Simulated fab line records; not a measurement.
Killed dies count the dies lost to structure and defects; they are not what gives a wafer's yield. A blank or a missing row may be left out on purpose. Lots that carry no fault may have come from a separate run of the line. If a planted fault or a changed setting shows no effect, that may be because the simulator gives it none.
A struck lot beside a sound one | flow n5_finfet | 44 out of 1938 route steps
Sound: these wafers, L355.3, L355.4, L355.5. Struck: wafer L368.1. (L368.4, L368.5 of the same lot were not struck and are left out.) The cause comes at the end.
Per side, at each step with rows, come the tool, then ch with its chambers, and then its first start. Under that, the readings that differ: sound wafers | struck wafers | difference of the means | sigmas: that difference in standard deviations of wafers without a fault.
alike: readings whose means differ by less than 2 such deviations, and words and numbers that are the same on both sides. not compared: withheld readings, readings that some wafer has no value for, bounds like >300 that may hide the same value, and numbers for which the record gives no deviation and whose values overlap.
A row with sigmas, a row that says differs or no value, or rows on one side alone: a step with any of these is where the two part. Numbers that have no deviation but don't overlap get no sigmas and don't part them. A reading missing from all wafers of one side parts the sides only when that side holds two or more wafers.

N5_WELL_APT_CD_MEAS_25: the cd target is 200 nm.
  sound on cd_sem-02 ch 0, day 1 20:56; struck on cd_sem-01 ch 0, day 5 03:01
  alike: cd_nm
N5_WELL_APT_OVL_MEAS_26:
  sound on overlay-01 ch 0, day 1 20:58; struck on overlay-01 ch 0, day 5 03:02
  alike: PWELL_OVL
N5_WELL_APT_INSPECT_27: inspects for defects (macro).
  struck on defect_inspect-01, day 5 03:04; sound on defect_inspect-01, day 1 20:59
  alike: raw_defect_count
then, 4 steps without rows for these wafers: N5_WELL_APT_DESCUM_30 (chemistry O2, time 7.9 s); N5_WELL_APT_IMPLANT_31; N5_WELL_APT_IMPLANT_32; N5_WELL_APT_STRIP_33 (strips in SPM, time 900 s).
N5_WELL_APT_RTA_34: time 10 s.
  sound on rtp_anneal-02 ch 0, day 1 21:49; struck on rtp_anneal-02 ch 0, day 5 04:05
  alike: lamp_power_pct, lamp_zone_6_pct, wafer_temp_C_max
then, 4 steps without rows for these wafers: N5_WELL_APT_OXIDE_STRIP_42 (strips SiO2 in dHF, time 45 s, target depth 12 nm); N5_WELL_APT_PRECLEAN_36 (cleans in O3/DIW, time 45 s); N5_WELL_APT_PRECLEAN_39 (cleans in dHF, time 60 s); N5_WELL_APT_SRD_37 (time 30 s).
N5_WELL_APT_EPI_41: deposits Si from SiH4/H2, target thk 50 nm, time 297.7 s.
  sound on epi_rpcvd-02 ch 0, day 1 22:13; struck on epi_rpcvd-01 ch 0, day 5 04:19
  reading                                 | sound             | struck | difference | sigmas
  throttle_valve_pct (%)                  | 11.5 11.4 11.7    | 10.4   | -1.1       | -3
  model.Si_of_WELL_APT_EPI_41.thk_nm (nm) | 49.16 48.89 49.18 | 44.91  | -4.17      |
  alike: susceptor_temp_C
N5_WELL_APT_INSPECT_38: inspects for defects (darkfield).
  struck on defect_inspect-01, day 5 04:58; sound on defect_inspect-02, day 1 22:40
  alike: raw_defect_count
then, 8 steps without rows for these wafers: N5_PMOS_HMC_CHANNEL_EPI_HM_DEP_34 (deposits SiO2 from TEOS/O2, target thk 36 nm, time 6.9 s); N5_PMOS_HMC_CHANNEL_EPI_COAT_31 (time 60 s, resist thk 66 nm); N5_PMOS_HMC_CHANNEL_EPI_COAT_03 (resist thk 205 nm); N5_PMOS_HMC_CHANNEL_EPI_EBR_05; N5_PMOS_HMC_CHANNEL_EPI_SOFTBAKE_04 (time 60 s); N5_PMOS_HMC_CHANNEL_EPI_EXPOSE_06 (exposes mask PMOS HMC BLK, target cd 240 nm); N5_PMOS_HMC_CHANNEL_EPI_PEB_07 (peb time 60 s); N5_PMOS_HMC_CHANNEL_EPI_DEVELOP_08 (develop time 30 s).
N5_PMOS_HMC_CHANNEL_EPI_CD_MEAS_09: the cd target is 237.4 nm.
  sound on cd_sem-02 ch 0, day 1 22:58; struck on cd_sem-01 ch 0, day 5 05:28
  reading    | sound             | struck | difference | sigmas
  cd_nm (nm) | 239.7 237.3 238.4 | 235.8  | -2.7       | -3
N5_PMOS_HMC_CHANNEL_EPI_OVL_MEAS_10:
  sound on overlay-02 ch 0, day 1 23:00; struck on overlay-01 ch 0, day 5 05:29
  alike: PMOS_HMC_BLK_OVL
N5_PMOS_HMC_CHANNEL_EPI_INSPECT_11: inspects for defects (macro).
  struck on defect_inspect-01, day 5 05:31; sound on defect_inspect-01, day 1 23:02
  alike: raw_defect_count
N5_PMOS_HMC_CHANNEL_EPI_DESCUM_14: chemistry O2, time 7.9 s.
  sound on rie_diel-04 ch 0,1, day 1 23:14; struck on rie_diel-02 ch 3, day 5 05:33
  alike: drypump_motor_current_A, oes_product_au, rf_vpp_V, showerhead_plenum_p_Torr, throttle_valve_pct
  not compared: rf_hours_counter_h
N5_PMOS_HMC_CHANNEL_EPI_ETCH_32: etches BARC in N2/H2, stops on SiO2, target depth 85.8 nm, time 50.3 s.
  sound on rie_diel-04 ch 0,1, day 1 23:17; struck on rie_diel-02 ch 3, day 5 05:35
  alike: drypump_motor_current_A, oes_product_au, rf_vpp_V, showerhead_plenum_p_Torr, throttle_valve_pct
  not compared: rf_hours_counter_h
then, 1 step without rows for these wafers: N5_PMOS_HMC_CHANNEL_EPI_HM_OPEN_15 (chemistry CHF3/O2, target SiO2, target depth 40.6 nm, time 20.3 s).
N5_PMOS_HMC_CHANNEL_EPI_STRIP_33: strips in N2/H2.
  sound on rie_diel-04 ch 0,1, day 1 23:23; struck on rie_diel-02 ch 3, day 5 05:41
  alike: drypump_motor_current_A, oes_product_au, rf_vpp_V, showerhead_plenum_p_Torr, throttle_valve_pct
  not compared: rf_hours_counter_h
then, 9 steps without rows for these wafers: N5_PMOS_HMC_CHANNEL_EPI_STRIP_17 (strips in SPM, time 750 s); N5_PMOS_HMC_CHANNEL_EPI_ETCH_38 (etches SiO2 in CF4, target depth 1.5 nm); N5_PMOS_HMC_CHANNEL_EPI_FIN_RECESS_16 (chemistry HBr/Cl2, target Si, target depth 54 nm, time 18 s); N5_PMOS_HMC_CHANNEL_EPI_PRECLEAN_36 (cleans in O3/DIW, time 45 s); N5_PMOS_HMC_CHANNEL_EPI_PRECLEAN_18 (cleans in DHF, time 30 s); N5_PMOS_HMC_CHANNEL_EPI_SRD_19 (time 30 s); N5_PMOS_HMC_CHANNEL_EPI_EPI_20 (deposits SiGe30, target thk 59 nm); N5_PMOS_HMC_CHANNEL_EPI_HM_STRIP_35 (strips SiO2 in dHF, material SiO2, target depth 39.6 nm, time 216 s); N5_PMOS_HMC_CHANNEL_EPI_SRD_39 (time 30 s).
N5_PMOS_HMC_CHANNEL_EPI_CMP_21: polishes SiGe30, target thk 54 nm.
  sound on cmp-02 ch 1,3, day 2 01:14; struck on cmp-01 ch 0, day 5 07:34
  alike: edge_zone_pressure_frac, motor_current_A
N5_PMOS_HMC_CHANNEL_EPI_THK_MEAS_22:
  struck on film_metro-02, day 5 07:51; sound on film_metro-02, day 2 01:30
  alike: HMC_CMP_THK
then, 2 steps without rows for these wafers: N5_PMOS_HMC_CHANNEL_EPI_PRECLEAN_40 (cleans in DHF, time 30 s); N5_PMOS_HMC_CHANNEL_EPI_PRECLEAN_37 (cleans in O3/DIW, time 45 s).
N5_SD_EPI_N_STRIP_18: strips in SPM, time 750 s.
  sound on wet_bench-03 ch 2,3,4, day 3 17:52; struck on wet_bench-05 ch 5, day 6 15:12
  reading                                 | sound       | struck | difference | sigmas
  model.Si_of_WELL_APT_EPI_41.thk_nm (nm) | 6.6 7.6 7.6 | 3.8    | -3.5       |
-- here the record skips 8 days between the struck wafers' starts before and after, leaving off in module SD_EPI_N and picking up in module BEOL_M4 (first step shown: number 1111 of the route) --
N5_BEOL_M4_RC_MEAS_101:
  sound on prober-01 ch 0, day 9 05:45; struck on prober-01 ch 0, day 14 21:55
  reading       | sound          | struck | difference | sigmas
  SS_N (mV/dec) | 72.1 71.8 71.6 | 69.9   | -1.9       | -3
  alike: DIBL_N, DIBL_P, IOFF_N, IOFF_P, ION_N, ION_P, SS_P, VT_N, VT_P

== WHERE THEY PART ==
First at N5_WELL_APT_EPI_41; last, within this record, at N5_BEOL_M4_RC_MEAS_101.

WHY: what the simulator had put in
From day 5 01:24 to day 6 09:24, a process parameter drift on epi_rpcvd-01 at N5_WELL_APT_EPI_41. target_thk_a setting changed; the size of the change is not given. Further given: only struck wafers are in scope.
